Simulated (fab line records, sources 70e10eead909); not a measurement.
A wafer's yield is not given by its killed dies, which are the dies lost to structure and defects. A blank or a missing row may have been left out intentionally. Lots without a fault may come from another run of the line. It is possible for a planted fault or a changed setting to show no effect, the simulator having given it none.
fab line records	flow nandHarc
[record] lots = 6	wafers = 16	lastDay = 33
route steps=1302 shown A_STAIRCASE@704 END@1302
lots with no fault: from the same line, run without faults
startH: hours from the record's opening day to when the first of the lot's shown wafers began	waitH: time in hours since the lot's previous step	" identical to the entry in the row above	L1.1+2: a single row standing in for several wafers	- either no value or no given start	* or withheld: withheld	< > ~ a bound
route shown NAME@n: NAME is a module with steps in the file, n the number in the route of the first one	usual: mean/standard deviation of fault-free wafers	same: alike in all rows	chamber/n: place in a boat	sites: per-site readings	_std_site: how widely they spread, as a standard deviation	_edge_site: inner sites' mean taken away from outer sites' mean	radiusMm: how far each site lies from the wafer's centre	mask NAME#n: copy n	behind: the last tool/chamber to shape the wafer	hold: reason for holding the lot/hours on hold/outcome of the hold	device: the n, p or np transistor that did not switch	end of line: tests run on the same wafers once the route is complete	a step given without rows: its recipe and nothing more	killed: at the first sort, the dies lost to defects and structure; wafer yield is something else	map: a wafer's dies, marking killed ones x, the rest . and places with no die _
set.NAME: the setting the step ran with; set.NAME@STEP: the setting that earlier step ran with	model.NAME: the simulator's own value behind a step, which no gauge read
lots at selected steps of the route; one table per step, one row per wafer
services: the hour from which a tool's chamber was out of use, counted from the record's first day as startH (under 0 if before that day), plus the number of hours and why
[[steps]]
[step NHARC_A_STAIRCASE_ETCH_190]
[recipe] targetDepthA = 1000	timeS = 40.5	ionEnergyEv = 400	c4f8FlowSccm = 20	o2FlowSccm = 10	arFlowSccm = withheld	rfW = 600	biasW = 1000	chemistry = C4F8/O2
[usual] biasW = 1000/3.3	chamberPressureMTorr = 25.000/0.021	oesProductAu = 0.943/0.011	rfVppV = 896/5.1
lot.wafer	tool	chamber	startH	waitH	biasW	chamberPressureMTorr	oesProductAu	rfHoursCounterH	rfVppV
L798.3	rieDiel-03	1	-	-	1000	25.004	0.937	24	902
L798.1	"	3	"	"	999	25.013	0.948	22	906
L798.6	"	1	"	"	1002	24.995	0.945	-	900
L802.1	rieDiel-03	1	-	-	997	24.983	0.921	36	899
L802.2	"	3	"	"	997	25.006	0.933	33	905
L802.5	"	1	"	"	1001	25.019	0.931	-	900
L808.4	rieDiel-08	2	-	-	1000	24.985	0.957	33	898
L809.3	rieDiel-03	0	-	-	1002	25.009	0.937	1	892
L809.2	"	3	"	"	1002	25.011	0.940	1	903
L809.5	"	0	"	"	1002	24.974	0.940	-	893
L812.1	rieDiel-08	3	-	-	998	24.977	0.956	43	903
L812.4	"	2	"	"	1002	25.013	0.961	43	897
L812.6	"	0	"	"	1000	24.991	0.937	-	893
L818.2	rieDiel-03	3	-	-	995	25.010	0.961	33	902
L818.4	"	0	"	"	999	24.986	0.967	40	893
L818.6	"	3	"	"	996	24.983	0.950	-	901
[step NHARC_A_STAIRCASE_TRIM_191]
[recipe] timeS = 211.2	o2FlowSccm = 500	arFlowSccm = 0	biasW = 0	chemistry = O2
[step NHARC_A_STAIRCASE_ETCH_192]
[recipe] targetDepthA = 1000	timeS = 40.5	ionEnergyEv = 400	c4f8FlowSccm = 20	o2FlowSccm = 10	arFlowSccm = withheld	rfW = 600	biasW = 1000	chemistry = C4F8/O2
[step NHARC_A_STAIRCASE_TRIM_193]
[recipe] timeS = 211.2	o2FlowSccm = 500	arFlowSccm = 0	biasW = 0	chemistry = O2
[step NHARC_A_STAIRCASE_ETCH_194]
[recipe] targetDepthA = 1000	timeS = 40.5	ionEnergyEv = 400	c4f8FlowSccm = 20	o2FlowSccm = 10	arFlowSccm = withheld	rfW = 600	biasW = 1000	chemistry = C4F8/O2
[step NHARC_A_STAIRCASE_TRIM_196]
[recipe] timeS = 211.2	o2FlowSccm = 500	arFlowSccm = 0	biasW = 0	chemistry = O2
[usual] chamberPressureMTorr = 60.00/0.054	drypumpMotorCurrentA = 6.0/0.34	oesProductAu = 1.000/0.007	rfVppV = 57.8/0.85	runLengthS = 232.4/0.36	showerheadPlenumPTorr = 3.54/0.15	throttleValvePct = 17.037/0.0093
[same] biasW = 0
lot.wafer	tool	chamber	startH	waitH	chamberPressureMTorr	drypumpMotorCurrentA	oesProductAu	rfHoursCounterH	rfVppV	runLengthS	showerheadPlenumPTorr	throttleValvePct
L798.3	rieDiel-03	1	356.17	0.1	59.92	5.6	0.992	24	58.0	232.3	3.66	17.044
L798.1	"	3	"	"	60.08	6.2	0.999	22	58.9	232.5	3.76	17.049
L798.6	"	1	"	"	60.00	5.6	0.992	-	58.2	232.6	3.66	17.020
L802.2	rieDiel-08	3	398.05	0.1	59.95	6.1	1.005	7	57.1	232.9	3.74	17.033
L802.1	"	1	"	"	60.01	5.7	0.999	5	57.7	231.6	3.44	17.031
L802.5	"	2	"	"	60.01	6.2	1.006	-	57.0	232.8	3.58	17.042
L808.4	rieDiel-03	2	468.88	0.2	59.96	6.5	1.002	-	57.0	232.3	3.38	17.040
L809.3	rieDiel-03	3	471.27	0.1	59.95	6.2	1.004	1	59.4	232.7	3.74	17.039
L809.2	"	0	"	"	59.95	5.7	0.996	1	58.0	231.8	3.43	17.032
L809.5	"	2	"	"	59.96	6.5	0.999	-	57.5	232.3	3.38	17.050
L812.1	rieDiel-08	3	495.69	0.1	59.97	6.0	1.004	43	57.7	233.0	3.72	17.027
L812.4	"	0	"	"	60.00	6.4	0.999	38	56.9	232.9	3.44	17.040
L812.6	"	0	"	"	60.07	6.4	1.009	-	56.2	233.4	3.44	17.033
L818.4	rieDiel-02	1	564.38	0.1	59.95	5.5	0.997	44	58.9	232.6	3.72	17.036
L818.2	"	0	"	"	59.98	5.9	1.002	52	58.3	232.7	3.42	17.039
L818.6	"	2	"	"	59.94	6.6	0.995	-	58.1	232.4	3.61	17.042
[step NHARC_A_STAIRCASE_ETCH_197]
[recipe] targetDepthA = 1000	timeS = 40.5	ionEnergyEv = 400	c4f8FlowSccm = 20	o2FlowSccm = 10	arFlowSccm = withheld	rfW = 600	biasW = 1000	chemistry = C4F8/O2
[step NHARC_A_STAIRCASE_TRIM_198]
[recipe] timeS = 211.2	o2FlowSccm = 500	arFlowSccm = 0	biasW = 0	chemistry = O2
[usual] chamberPressureMTorr = 60.00/0.052	drypumpMotorCurrentA = 6.0/0.34	oesProductAu = 1.001/0.0078	rfVppV = 57.7/0.88	runLengthS = 232.4/0.34	showerheadPlenumPTorr = 3.54/0.15	throttleValvePct = 17.036/0.0095
[same] biasW = 0
lot.wafer	tool	chamber	startH	waitH	chamberPressureMTorr	drypumpMotorCurrentA	oesProductAu	rfHoursCounterH	rfVppV	runLengthS	showerheadPlenumPTorr	throttleValvePct
L798.1	rieDiel-03	0	-	-	60.03	5.7	1.006	16	56.7	232.3	3.45	17.026
L798.3	"	1	"	"	60.07	5.6	0.992	24	56.8	232.3	3.66	17.036
L798.6	"	0	"	"	60.01	5.7	0.999	-	57.2	232.2	3.45	17.035
L802.1	rieDiel-08	3	-	-	60.01	6.1	1.000	7	59.3	233.0	3.74	17.041
L802.2	"	1	"	"	60.13	5.7	1.004	5	56.8	231.8	3.44	17.032
L802.5	"	1	"	"	60.05	5.7	1.002	-	56.4	231.8	3.44	17.036
L808.4	rieDiel-03	2	-	-	59.99	6.4	1.010	-	57.5	232.0	3.38	17.037
L809.3	rieDiel-03	0	-	-	59.99	5.7	0.984	1	57.0	231.8	3.43	17.032
L809.2	"	3	"	"	59.98	6.2	1.011	1	58.1	232.3	3.74	17.045
L809.5	"	3	"	"	59.98	6.2	0.995	-	58.7	232.7	3.74	17.043
L812.4	rieDiel-08	1	-	-	59.97	5.7	1.001	40	57.6	231.8	3.42	17.055
L812.1	"	3	"	"	59.90	6.0	0.997	43	56.8	232.6	3.72	17.038
L812.6	"	1	"	"	59.98	5.7	1.001	-	58.2	231.8	3.42	17.041
L818.4	rieDiel-02	3	-	-	60.01	5.8	0.991	49	57.6	233.0	3.28	17.034
L818.2	"	2	"	"	59.99	6.6	1.008	35	59.3	232.3	3.61	17.041
L818.6	"	0	"	"	59.91	5.9	1.003	-	56.7	232.3	3.42	17.039
[step NHARC_A_STAIRCASE_ETCH_199]
[recipe] targetDepthA = 1000	timeS = 40.5	ionEnergyEv = 400	c4f8FlowSccm = 20	o2FlowSccm = 10	arFlowSccm = withheld	rfW = 600	biasW = 1000	chemistry = C4F8/O2
[step NHARC_A_STAIRCASE_TRIM_200]
[recipe] timeS = 211.2	o2FlowSccm = 500	arFlowSccm = 0	biasW = 0	chemistry = O2
[usual] chamberPressureMTorr = 59.99/0.061	drypumpMotorCurrentA = 6.0/0.34	oesProductAu = 1.000/0.0067	rfVppV = 57.9/0.91	runLengthS = 232.4/0.35	showerheadPlenumPTorr = 3.53/0.15	throttleValvePct = 17.038/0.0094
[same] biasW = 0
lot.wafer	tool	chamber	startH	waitH	chamberPressureMTorr	drypumpMotorCurrentA	oesProductAu	rfHoursCounterH	rfVppV	runLengthS	showerheadPlenumPTorr	throttleValvePct
L798.1	rieDiel-03	0	-	-	59.96	5.7	0.999	16	58.1	232.1	3.45	17.026
L798.3	"	1	"	"	59.98	5.6	1.000	24	57.0	232.3	3.66	17.031
L798.6	"	2	"	"	59.96	6.4	1.007	-	58.5	232.5	3.40	17.040
L802.2	rieDiel-08	1	-	-	59.99	5.7	0.996	5	56.0	231.8	3.44	17.032
L802.1	"	2	"	"	59.99	6.2	1.007	7	57.8	232.5	3.58	17.036
L802.5	"	1	"	"	59.96	5.7	0.999	-	57.2	231.7	3.44	17.049
L808.4	rieDiel-03	3	-	-	59.94	6.2	1.015	-	58.0	232.5	3.74	17.049
L809.3	rieDiel-03	0	-	-	59.96	5.7	1.002	2	57.1	232.4	3.43	17.041
L809.2	"	2	"	"	59.89	6.5	0.999	2	57.2	232.9	3.38	17.041
L809.5	"	2	"	"	59.93	6.4	0.995	-	57.3	232.7	3.38	17.031
L812.1	rieDiel-08	1	-	-	60.03	5.7	0.988	40	56.9	231.6	3.42	17.013
L812.4	"	2	"	"	60.01	6.2	1.003	44	57.2	232.0	3.56	17.050
L812.6	"	3	"	"	59.91	6.1	0.992	-	59.2	232.6	3.72	17.033
L818.4	rieDiel-02	0	-	-	59.89	5.9	1.011	53	56.9	232.8	3.42	17.022
L818.2	"	2	"	"	60.03	6.6	0.990	35	58.5	232.2	3.61	17.036
L818.6	"	3	"	"	60.00	5.8	0.994	-	57.2	232.2	3.28	17.034
[step NHARC_A_STAIRCASE_ETCH_201]
[recipe] targetDepthA = 1000	timeS = 40.5	ionEnergyEv = 400	c4f8FlowSccm = 20	o2FlowSccm = 10	arFlowSccm = withheld	rfW = 600	biasW = 1000	chemistry = C4F8/O2
[step NHARC_A_STAIRCASE_TRIM_202]
[recipe] timeS = 211.2	o2FlowSccm = 500	arFlowSccm = 0	biasW = 0	chemistry = O2
[usual] chamberPressureMTorr = 60.00/0.047	drypumpMotorCurrentA = 6.0/0.35	oesProductAu = 0.999/0.008	rfVppV = 57.8/0.86	runLengthS = 232.4/0.35	showerheadPlenumPTorr = 3.54/0.14	throttleValvePct = 17.037/0.0083
[same] biasW = 0
lot.wafer	tool	chamber	startH	waitH	chamberPressureMTorr	drypumpMotorCurrentA	oesProductAu	rfHoursCounterH	rfVppV	runLengthS	showerheadPlenumPTorr	throttleValvePct
L798.3	rieDiel-03	2	356.90	-	59.96	6.5	0.998	23	56.1	232.0	3.40	17.037
L798.1	"	1	"	"	59.94	5.6	1.003	25	57.8	232.3	3.66	17.040
L798.6	"	3	"	"	60.00	6.2	0.990	-	57.2	232.3	3.76	17.034
L802.2	rieDiel-08	2	398.92	-	60.02	6.2	1.009	7	57.9	232.1	3.58	17.039
L802.1	"	1	"	"	60.05	5.7	0.988	5	58.3	231.7	3.44	17.040
L802.5	"	2	"	"	59.96	6.2	1.008	-	57.9	232.7	3.58	17.026
L808.4	rieDiel-03	0	469.69	-	60.05	5.7	0.997	-	56.0	303.0	3.43	17.039
L809.3	rieDiel-03	3	472.46	-	59.98	6.2	1.014	2	57.1	232.7	3.74	17.050
L809.2	"	0	"	"	60.01	5.7	0.985	2	59.2	302.9	3.43	17.048
L809.5	"	3	"	"	59.84	6.2	1.005	-	58.8	232.3	3.74	17.038
L812.1	rieDiel-08	2	496.45	-	59.98	6.2	1.008	44	56.8	232.2	3.56	17.043
L812.4	"	0	"	"	60.04	6.4	1.003	39	58.2	233.7	3.44	17.040
L812.6	"	3	"	"	59.99	6.1	0.987	-	57.4	232.5	3.72	17.042
L818.2	rieDiel-02	2	565.23	-	60.00	6.6	1.001	35	57.4	232.5	3.61	17.040
L818.4	"	3	"	"	60.00	5.8	1.009	49	58.1	232.4	3.28	17.041
L818.6	"	2	"	"	60.07	6.6	1.004	-	58.6	232.5	3.61	17.037
[step NHARC_A_STAIRCASE_ETCH_203]
[recipe] targetDepthA = 1000	timeS = 40.5	ionEnergyEv = 400	c4f8FlowSccm = 20	o2FlowSccm = 10	arFlowSccm = withheld	rfW = 600	biasW = 1000	chemistry = C4F8/O2
[step NHARC_A_STAIRCASE_STRIP_205]
[recipe] powerW = 1500	tempC = 250	chemistry = O2
[usual] drypumpMotorCurrentA = 5.6/0.45	heaterPowerW = 367/14	rfReflPowerW = 18.3/1.1
lot.wafer	tool	chamber	startH	waitH	hold	drypumpMotorCurrentA	heaterPowerW	rfHoursCounterH	rfReflPowerW
L798.1	plasmaAsher-02	0	357.23	0.1	-	6.0	366	22	-
L798.3	"	0	"	"	-	6.0	359	-	-
L798.6	"	0	"	"	-	6.0	363	-	-
L802.2	plasmaAsher-02	0	399.29	0.1	-	6.0	380	28	-
L802.1	"	1	"	"	-	5.0	373	28	-
L802.5	"	1	"	"	-	5.0	365	-	-
L809.2	plasmaAsher-02	1	475.21	2.3	awaitDispo/2.2h/release	5.0	392	7	18.3
L809.3	"	1	"	"	awaitDispo/2.2h/release	5.0	387	-	18.4
L809.5	"	1	"	"	awaitDispo/2.2h/release	5.0	385	-	18.7
L808.4	plasmaAsher-01	0	476.89	6.8	awaitDispo/6.6h/release	5.5	375	-	16.6
L812.1	plasmaAsher-02	0	496.78	0.1	-	6.0	364	13	19.4
L812.4	"	0	"	"	-	6.0	360	-	18.6
L812.6	"	1	"	"	-	5.0	391	-	18.7
L818.2	plasmaAsher-02	0	565.54	0.1	-	6.0	364	25	20.1
L818.4	"	1	"	"	-	5.0	390	-	18.4
L818.6	"	0	"	"	-	6.0	356	-	19.0
[step NHARC_END_SORT_01]
[recipe] tempC = 25
[usual] killedAtArray = 59/19	killedAtOther = 0.6/0.85	killedAtPeriphery = 3.8/2.5	killedDies = 64/19	killedOpen = 3.3/1.8	killedShort = 2.2/1.6
[same] grossDies = 677
lot.wafer	tool	chamber	startH	waitH	hold	killedAtArray	killedAtOther	killedAtPeriphery	killedDies	killedOpen	killedShort
L798.1	prober-02	0	565.02	2.5	-	16	1	6	23	4	2
L798.3	prober-02	0	566.61	3.1	-	17	3	5	25	3	2
L798.6	prober-02	0	569.01	4.0	-	16	3	7	26	3	0
L802.1	prober-01	0	605.91	2.5	-	77	0	0	77	3	5
L802.2	prober-01	0	606.71	2.8	-	82	0	2	84	4	1
L802.5	prober-01	0	609.08	3.7	-	80	0	4	84	5	0
L809.2	prober-02	0	682.53	2.8	awaitDispo/4.9h/release	672	1	4	677	8	0
L809.3	prober-02	0	683.33	3.1	awaitDispo/4.9h/release	74	0	0	74	5	2
L809.5	prober-02	0	684.94	3.7	awaitDispo/4.9h/release	55	0	7	62	2	3
L808.4	prober-01	0	706.07	3.4	awaitDispo/1.7h/release	666	1	3	670	6	1
L812.1	prober-02	0	707.15	2.5	-	32	0	8	40	5	1
L812.4	prober-02	0	709.57	3.4	-	48	2	4	54	4	4
L812.6	prober-02	0	711.19	4.0	-	37	2	5	44	4	0
// killed by level:class
L798.1 A_CHANNEL_HOLE_D1:chamberFilmFlake=4 A_CHANNEL_HOLE_D2:chamberFilmFlake=4 P_ZERO_WELL:chamberFilmFlake=2 P_GATE:chamberFilmFlake=2 P_CONTACT:geometricParticle:open=1 P_M1:geometricParticle:open=1 A_CHANNEL_FILL_D1:geometricParticle:short=1 A_DECK1_JOINT:geometricParticle:short=1
L798.3 A_CHANNEL_HOLE_D2:chamberFilmFlake=8 THIN_TSV:chamberFilmFlake=3 P_STI:chamberFilmFlake=2 A_CHANNEL_HOLE_D1:chamberFilmFlake=2 P_CONTACT:geometricParticle:open=1 P_M0:geometricParticle:short=1 A_CHANNEL_FILL_D1:geometricParticle:short=1 A_WL_FILL:geometricParticle:open=1
L798.6 A_CHANNEL_HOLE_D2:chamberFilmFlake=5 P_ZERO_WELL:chamberFilmFlake=4 A_WL_FILL:chamberFilmFlake=3 THIN_TSV:chamberFilmFlake=3 A_CONTACT:chamberFilmFlake=2 P_CONTACT:geometricParticle:open=1 A_ONON_D1:geometricParticle:open=1 A_CHANNEL_FILL_D1:geometricParticle:open=1
L802.1 A_SLIT:chamberFilmFlake=25 A_CHANNEL_HOLE_D1:chamberFilmFlake=24 A_STAIRCASE:chamberFilmFlake=8 A_CONTACT:chamberFilmFlake=7 A_CHANNEL_HOLE_D2:chamberFilmFlake=4 A_CHANNEL_FILL_D2:geometricParticle:short=2 A_DECK1_JOINT:geometricParticle:open=1 A_DECK1_JOINT:geometricParticle:short=1
L802.2 A_CHANNEL_HOLE_D1:chamberFilmFlake=36 A_SLIT:chamberFilmFlake=23 A_CHANNEL_HOLE_D2:chamberFilmFlake=10 A_STAIRCASE:chamberFilmFlake=4 A_CONTACT:chamberFilmFlake=4 P_CONTACT:geometricParticle:open=1 A_ONON_D1:geometricParticle:open=1 A_CHANNEL_HOLE_D1:geometricParticle:open=1
L802.5 A_CHANNEL_HOLE_D1:chamberFilmFlake=35 A_SLIT:chamberFilmFlake=25 A_CHANNEL_HOLE_D2:chamberFilmFlake=8 A_CONTACT:chamberFilmFlake=5 A_CHANNEL_HOLE_D1:geometricParticle:open=2 A_CHANNEL_FILL_D2:geometricParticle:open=2 P_GATE:chamberFilmFlake=2 A_CHANNEL_FILL_D1:geometricParticle:open=1
L809.2 A_STAIRCASE:areaTrim=613 A_CHANNEL_HOLE_D1:chamberFilmFlake=21 A_CHANNEL_HOLE_D2:chamberFilmFlake=19 A_CONTACT:chamberFilmFlake=4 A_ZERO_WELL:chamberFilmFlake=3 A_STAIRCASE:chamberFilmFlake=3 A_WL_FILL:geometricParticle:open=2 P_GATE:chamberFilmFlake=2
L809.3 A_CHANNEL_HOLE_D1:chamberFilmFlake=35 A_CHANNEL_HOLE_D2:chamberFilmFlake=21 A_CONTACT:chamberFilmFlake=6 A_ZERO_WELL:chamberFilmFlake=3 A_CHANNEL_FILL_D1:geometricParticle:open=2 A_ONON_D2:geometricParticle:open=1 A_CHANNEL_FILL_D2:geometricParticle:short=1 A_SGD_CUT:geometricParticle:short=1
L809.5 A_CHANNEL_HOLE_D1:chamberFilmFlake=27 A_CHANNEL_HOLE_D2:chamberFilmFlake=13 P_GATE:chamberFilmFlake=5 A_CONTACT:chamberFilmFlake=5 P_BONDPAD:chamberFilmFlake=2 A_WL_FILL:chamberFilmFlake=2 A_DECK1_JOINT:geometricParticle:short=1 A_ONON_D2:geometricParticle:short=1
L808.4 A_STAIRCASE:areaTrim=593 A_SLIT:chamberFilmFlake=28 A_CHANNEL_HOLE_D1:chamberFilmFlake=27 A_STAIRCASE:chamberFilmFlake=7 A_ONON_D1:geometricParticle:open=2 P_BONDPAD:chamberFilmFlake=2 A_CHANNEL_HOLE_D2:chamberFilmFlake=2 A_CHANNEL_FILL_D1:geometricParticle:open=1
L812.1 A_CHANNEL_HOLE_D2:chamberFilmFlake=15 P_M0:chamberFilmFlake=6 A_CHANNEL_HOLE_D1:chamberFilmFlake=6 A_ONON_D2:geometricParticle:open=2 A_SLIT:chamberFilmFlake=2 A_CONTACT:chamberFilmFlake=2 P_CONTACT:geometricParticle:open=1 P_M0:geometricParticle:open=1
L812.4 A_CHANNEL_HOLE_D2:chamberFilmFlake=18 A_CHANNEL_HOLE_D1:chamberFilmFlake=13 A_SLIT:chamberFilmFlake=4 P_M0:chamberFilmFlake=3 A_CONTACT:chamberFilmFlake=3 A_ONON_D2:geometricParticle:short=2 A_CHANNEL_FILL_D1:chamberFilmFlake=2 THIN_TSV:chamberFilmFlake=2
L812.6 A_CHANNEL_HOLE_D2:chamberFilmFlake=22 A_CHANNEL_HOLE_D1:chamberFilmFlake=6 P_ZERO_WELL:chamberFilmFlake=2 P_M0:chamberFilmFlake=2 A_SLIT:chamberFilmFlake=2 A_CONTACT:chamberFilmFlake=2 THIN_TSV:chamberFilmFlake=2 P_GATE:geometricParticle:open=1
// map L808.4 (x killed, . not)
____________x____________
_________xxxxxxx_________
_______xxxxxxxxxxx_______
______xxxxxxxxxxxxx______
_____xxxxxxxxxxxxxxx_____
____xxxxxxxxxxxxxxxxx____
____xxxxxxxxxxxxxxxxx____
___xxxxxxxxxxxxxxxxxxx___
___xxxxxxxxxxxxxxxxxxx___
__xxxxxxxxxxxxxxxxxxxxx__
__xxxxxxxxxxxxxxxxxxxxx__
_xxxxxxxxxxxxxxxxxxxxxxx_
_xxxxxxxxxxxxxxxxxxxxxxx_
_xxxxxxxxxxx.xxxxxxxxxxx_
_xxxxxxxxxxxxxxxxxxxxxxx_
_xxxxxxxxx.xxxxxxxxxxxxx_
xxxxxxxxxxxxxxxxxxxxxxxxx
xxxxxxxxxxxxxxxxxxxxxxxxx
xxxxxxxx.xxx.xxxxxxxxxxxx
xxxxxxxx.xxxxxxxxxxxxxxxx
xxxxxxxxxxxxxxxxxxxxxxxxx
_xxxxx.xxxxxxxxxxxxxxxxx_
_xxxxxxxxxx.xxxxxxxxxxxx_
_xxxxxxxxxxxxxxxxxxxxxxx_
_xxxxxxxxxxxxxxxxxxxxxxx_
_xxxxxxxxxxxxxxxxxxxxxxx_
__xxxxxxxxxxxxxxxxxxxxx__
__xxxxxxxxxxxxxxxxxxxxx__
___xxxxxxxxxxxxxxxxxxx___
___xxxxxxxxxxxxxxxxxxx___
____xxxxxxxxxxxxxxxxx____
____xxxxxxxxxxxxxxxxx____
_____xxxxxxxxxxxxxxx_____
______xxxxxxxxxxxxx______
_______xxxxxxxxxxx_______
_________xxxxxxx_________
____________x____________
// map L809.2 (x killed, . not)
____________x____________
_________xxxxxxx_________
_______xxxxxxxxxxx_______
______xxxxxxxxxxxxx______
_____xxxxxxxxxxxxxxx_____
____xxxxxxxxxxxxxxxxx____
____xxxxxxxxxxxxxxxxx____
___xxxxxxxxxxxxxxxxxxx___
___xxxxxxxxxxxxxxxxxxx___
__xxxxxxxxxxxxxxxxxxxxx__
__xxxxxxxxxxxxxxxxxxxxx__
_xxxxxxxxxxxxxxxxxxxxxxx_
_xxxxxxxxxxxxxxxxxxxxxxx_
_xxxxxxxxxxxxxxxxxxxxxxx_
_xxxxxxxxxxxxxxxxxxxxxxx_
_xxxxxxxxxxxxxxxxxxxxxxx_
xxxxxxxxxxxxxxxxxxxxxxxxx
xxxxxxxxxxxxxxxxxxxxxxxxx
xxxxxxxxxxxxxxxxxxxxxxxxx
xxxxxxxxxxxxxxxxxxxxxxxxx
xxxxxxxxxxxxxxxxxxxxxxxxx
_xxxxxxxxxxxxxxxxxxxxxxx_
_xxxxxxxxxxxxxxxxxxxxxxx_
_xxxxxxxxxxxxxxxxxxxxxxx_
_xxxxxxxxxxxxxxxxxxxxxxx_
_xxxxxxxxxxxxxxxxxxxxxxx_
__xxxxxxxxxxxxxxxxxxxxx__
__xxxxxxxxxxxxxxxxxxxxx__
___xxxxxxxxxxxxxxxxxxx___
___xxxxxxxxxxxxxxxxxxx___
____xxxxxxxxxxxxxxxxx____
____xxxxxxxxxxxxxxxxx____
_____xxxxxxxxxxxxxxx_____
______xxxxxxxxxxxxx______
_______xxxxxxxxxxx_______
_________xxxxxxx_________
____________x____________
[[services]]
tool	chamber	startH	hours	kind
rieDiel-02	3	337.15	5.8	repair
rieDiel-03	0	340.06	-	clean
plasmaAsher-01	-	342.08	9.0	pm
rieDiel-08	1	349.31	3.2	repair
rieDiel-02	3	353.28	2.9	repair
rieDiel-08	3	363.40	7.2	repair
rieDiel-08	-	368.69	9.0	pm
rieDiel-02	1	371.08	4.7	repair
rieDiel-03	0	373.60	1.3	repair
rieDiel-03	3	389.08	1.6	repair
rieDiel-02	-	393.70	9.0	pm
rieDiel-08	0	396.13	5.1	repair
plasmaAsher-02	-	426.09	9.0	pm
rieDiel-02	1	440.14	22.0	repair
rieDiel-02	2	446.95	33.0	repair
rieDiel-03	1	453.94	20.0	repair
rieDiel-03	-	459.06	9.0	pm
rieDiel-02	3	477.35	3.9	repair
plasmaAsher-02	-	478.75	0.7	repair
rieDiel-03	3	490.72	4.6	repair
rieDiel-03	-	503.76	0.7	repair
plasmaAsher-01	-	519.08	9.0	pm
plasmaAsher-01	-	541.54	7.6	repair
rieDiel-08	-	545.69	9.0	pm
[[key]]
[firstSign] step = NHARC_A_STAIRCASE_TRIM_202	reading = runLengthS	direction = up	sigmas = 99+	usual = *	struck = *
[effect] step = NHARC_END_SORT_01	reading = killedDies	direction = up	sigmas = 33	usual = 64	struck = 674
[moreKillsBornAt] NHARC_A_STAIRCASE_TRIM_202@rieDiel-03 = 1206
metAt NHARC_A_STAIRCASE_TRIM_202
struckWafers L808.4,L809.2
laterRowsLeftOut L808.4,L809.2
testerLeftOut L808,L809
[fault] kind = processParameterDrift	tool = rieDiel-03	chamber = 0	onsetH = 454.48	steps = NHARC_A_STAIRCASE_TRIM_202	channel = timeS	offset = *	shape = step	endH = 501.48	actsIn = *	stated = *
// testerLeftOut: of these lots the tester's yield and bins aren't shown, on N5 and GAA mostly nor the transistor test; their killed dies are dies lost to structure and defects alone, not to doping, threshold or leakage, so they don't give the yield
// laterRowsLeftOut: the simulator's readings of these wafers behind a module that went badly wrong aren't trusted and aren't shown, but for the sort
